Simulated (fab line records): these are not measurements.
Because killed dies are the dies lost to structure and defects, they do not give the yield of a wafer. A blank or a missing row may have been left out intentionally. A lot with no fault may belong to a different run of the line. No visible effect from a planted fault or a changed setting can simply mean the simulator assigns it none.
Comparing a struck lot with a sound one || flow n5 finfet || 37 out of 1938 route steps
Sound: these wafers, L983.1, L983.2, L983.4. Struck: wafer L992.4 (left out: L992.1, L992.2 of the same lot, which were not struck); the cause appears at the end.
Each step with rows lists, per side, the tool, then ch with its chambers, then its first start. Under that, the readings that differ: sound wafers || struck wafers || difference of the means || sigmas: that difference in standard deviations of wafers without a fault.
alike: readings whose means differ by less than 2 such deviations, and words and numbers that are the same on both sides. not compared: withheld readings, readings that some wafer has no value for, bounds like >300 that may hide the same value, and numbers for which the record gives no deviation and whose values overlap.
A row with sigmas, a row that says differs or no value, or rows on one side alone: a step with any of these is where the two part. Numbers that have no deviation but don't overlap get no sigmas and don't part them. A reading that every wafer of one side lacks parts them only if that side has two wafers or more.

first, 8 steps without rows for these wafers: N5_BEOL_M3_ECD_50 (material Cu, target thk 300 nm); N5_BEOL_M3_ANNEAL_51 (time 90 s); N5_BEOL_M3_CMP_52 (polishes, stops on SiOC, t overpolish 6.8 s, target thk 40 nm); N5_BEOL_M3_PRE_CLEAN_60 (time 15 s); N5_BEOL_M3_CO_CAP_55 (material Co, precursor CCTBA/H2, target thk 2 nm, time 102.1 s); N5_BEOL_M3_PRE_CLEAN_56 (time 15 s); N5_BEOL_M3_DEP_57 (deposits SiCN from 3MS/NH3, target thk 8 nm, time 14 s); N5_BEOL_M4_ILD_DEP_00 (deposits SiOC from DEMS/O2, target thk 79 nm, time 15.3 s).
N5_BEOL_M4_PECVD_72: deposits SiO2 from TEOS/O2, target thk 16 nm, time 18 s.
  sound on pecvd-04 ch 1,2, day 8 03:04; struck on pecvd-04 ch 0, day 10 09:29
{"reading": "model.SiO2_of_BEOL_M4_PECVD_72.thk nm (nm)", "sound": "16.2 16 16.4", "struck": 8.8, "difference": -7.4, "sigmas": ""}
  alike: heater power w, showerhead plenum p Torr, showerhead vpp V, throttle valve pct
then, 25 steps without rows for these wafers: N5_BEOL_M4_HM_DEP_02 (deposits TiN, target thk 20 nm); N5_BEOL_M4_COAT_61 (time 60 s, resist thk 60 nm); N5_BEOL_M4_COAT_62 (time 60 s, resist thk 12 nm); N5_BEOL_M4_COAT_73 (time 60 s, resist thk 5 nm); N5_BEOL_M4_COAT_05 (resist thk 30 nm); N5_BEOL_M4_EBR_07; N5_BEOL_M4_SOFTBAKE_06 (time 60 s); N5_BEOL_M4_EXPOSE_08 (exposes mask M4); N5_BEOL_M4_PEB_09 (peb time 60 s); N5_BEOL_M4_DEVELOP_10 (develop time 30 s); N5_BEOL_M4_DESCUM_16 (chemistry O2, time 7 s); N5_BEOL_M4_ETCH_74 (etches underlayer in N2/H2, target depth 6.5 nm, time 5.2 s); N5_BEOL_M4_ETCH_63 (etches SiARC in CF4, target depth 15.6 nm, time 26 s); N5_BEOL_M4_ETCH_64 (etches SOC in N2/H2, target depth 75 nm, overetch 22.5 nm, time 121.9 s); N5_BEOL_M4_STRIP_65 (strips in N2/H2); N5_BEOL_M4_STRIP_75 (strips in N2/H2); N5_BEOL_M4_STRIP_66 (strips in CF4); N5_BEOL_M4_HM_OPEN_17 (chemistry Cl2/BCl3, target TiN, target depth 20 nm, overetch 6 nm); N5_BEOL_M4_STRIP_19 (strips in O2); N5_BEOL_M4_COAT_67 (time 60 s, resist thk 60 nm); N5_BEOL_M4_COAT_68 (time 60 s, resist thk 12 nm); N5_BEOL_M4_COAT_76 (time 60 s, resist thk 5 nm); N5_BEOL_M4_COAT_22 (resist thk 30 nm); N5_BEOL_M4_EBR_24; N5_BEOL_M4_SOFTBAKE_23 (time 60 s).
N5_BEOL_M4_HM_STRIP_39: strips TiN in peroxide tin strip, target depth 25 nm, time 158 s.
  sound on wet bench-05 ch 1,2,4, day 8 14:22; struck on wet bench-05 ch 7, day 10 16:31
{"reading": "model.SiO2_of_BEOL_M4_PECVD_72.thk nm (nm)", "sound": "16 15.8 16.2", "struck": 8.6, "difference": -7.4, "sigmas": ""}
N5_BEOL_M4_CMP_52: polishes, stops on SiOC, t overpolish 6.8 s, target thk 40 nm.
  sound on cmp-02 ch 1,2,3, day 8 17:33; struck on cmp-02 ch 0, day 10 21:45
{"reading": "barrier field endpoint s (s)", "sound": "24.8 24.9 25.1", "struck": 15.3, "difference": -9.6, "sigmas": -16}
  alike: head pressure psi, motor current A
N5_BEOL_M4_RC_MEAS_101:
  sound on prober-01 ch 0, day 8 18:10; struck on prober-01 ch 0, day 10 22:22
  alike: DIBL_N, DIBL_P, IOFF_N, IOFF_P, ION_N, ION_P, SS_N, SS_P, VT_N, VT_P

## WHERE THEY PART
Only at N5_BEOL_M4_CMP_52, as far as this record shows. Later steps at which nothing parts them and some readings are alike: N5_BEOL_M4_RC_MEAS_101.

WHY: the cause the simulator had injected
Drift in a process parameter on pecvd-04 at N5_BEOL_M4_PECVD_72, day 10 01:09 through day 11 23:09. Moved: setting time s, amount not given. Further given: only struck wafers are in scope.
